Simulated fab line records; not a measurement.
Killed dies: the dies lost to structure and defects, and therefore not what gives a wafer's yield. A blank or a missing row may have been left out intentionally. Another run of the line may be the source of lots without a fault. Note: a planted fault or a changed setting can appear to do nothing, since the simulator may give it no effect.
Struck lot and sound lot, side by side || flow nand_harc || 13 out of 1302 route steps
Sound: these wafers, L935.1, L935.3, L935.6. Wafers L938.1, L938.2, L938.6 were the ones struck. Last of all comes the cause.
Per side, at each step with rows, come the tool, then ch with its chambers, and then its first start. Under that, the readings that differ: sound wafers || struck wafers || difference of the means || sigmas: that difference in standard deviations of wafers without a fault.
alike: readings whose means differ by less than 2 such deviations, and words and numbers that are the same on both sides. not compared: withheld readings, readings that some wafer has no value for, bounds like >300 that may hide the same value, and numbers for which the record gives no deviation and whose values overlap.
Wherever a step has rows on one side only, a row that says differs or no value, or a row with sigmas, the two part there. Non-overlapping numbers with no deviation appear without sigmas and do not part them. A reading missing from all wafers of one side parts the sides only when that side holds two or more wafers.

NHARC_A_BONDPAD_DEGAS_25: time 60 s.
  struck on pvd_sputter-03, day 26 04:39; sound on pvd_sputter-02, day 24 22:14
  alike: heater_power_w
NHARC_A_BONDPAD_PRE_CLEAN_26: time 30 s.
  sound on pvd_sputter-02; struck on pvd_sputter-03
  alike: heater_power_w
NHARC_A_BONDPAD_PVD_17: deposits TaN, target thk 5 nm, time 8.06 s.
  sound on pvd_sputter-02; struck on pvd_sputter-03
  alike: throttle_valve_pct
NHARC_A_BONDPAD_PVD_27: deposits Cu, target thk 30 nm, time 20.49 s.
  sound on pvd_sputter-02; struck on pvd_sputter-03
  alike: throttle_valve_pct
then, 2 steps without rows for these wafers: NHARC_A_BONDPAD_ECD_18 (material Cu, target thk 400 nm); NHARC_A_BONDPAD_ANNEAL_28 (time 90 s).
NHARC_A_BONDPAD_CMP_19: polishes, t overpolish 30 s, cu recess touch 16 s, target thk 169.82 nm.
  sound on cmp-02 ch 0,1,3, day 24 23:22; struck on cmp-02 ch 0,1,3, day 26 05:46
  alike: motor_current_A, overpolish_run_s
NHARC_A_BONDPAD_THK_MEAS_20: measures by xrf.
  struck on film_metro-01, day 26 06:02; sound on film_metro-02, day 24 23:38
  alike: thk_nm
then, 1 step without rows for these wafers: NHARC_A_BONDPAD_SRD_21 (time 30 s, dry time 20 s).
NHARC_A_BONDPAD_INSPECT_23:
  struck on defect_inspect-02, day 26 06:17; sound on defect_inspect-01, day 24 23:52
  alike: raw_defect_count
NHARC_HYBRID_BOND_ACTIVATE_00: chemistry N2, time 60 s.
  sound on rie_diel-06 ch 0,2, day 24 23:55; struck on rie_diel-06 ch 1,2,3, day 26 06:20
{"reading": "run_length_s (s)", "sound": "80.8 81.3 81.0", "struck": "87.0 86.2 86.9", "difference": "+5.7", "sigmas": "+16"}
  alike: drypump_motor_current_A, oes_product_au, rf_vpp_V, showerhead_plenum_p_Torr
  not compared: rf_hours_counter_h
then, 1 step without rows for these wafers: NHARC_HYBRID_BOND_PRECLEAN_01 (cleans in DIW, time 300 s).
NHARC_END_SORT_01:
  only the struck wafers appear in the record here, on prober-02 ch 0 at day 27 10:44; the sound ones have no rows

== WHERE THEY PART ==
Last at NHARC_END_SORT_01 as far as this record goes, first at NHARC_HYBRID_BOND_ACTIVATE_00.

WHY: what the simulator had put in
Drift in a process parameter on rie_diel-06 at NHARC_HYBRID_BOND_ACTIVATE_00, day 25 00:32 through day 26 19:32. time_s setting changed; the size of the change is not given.
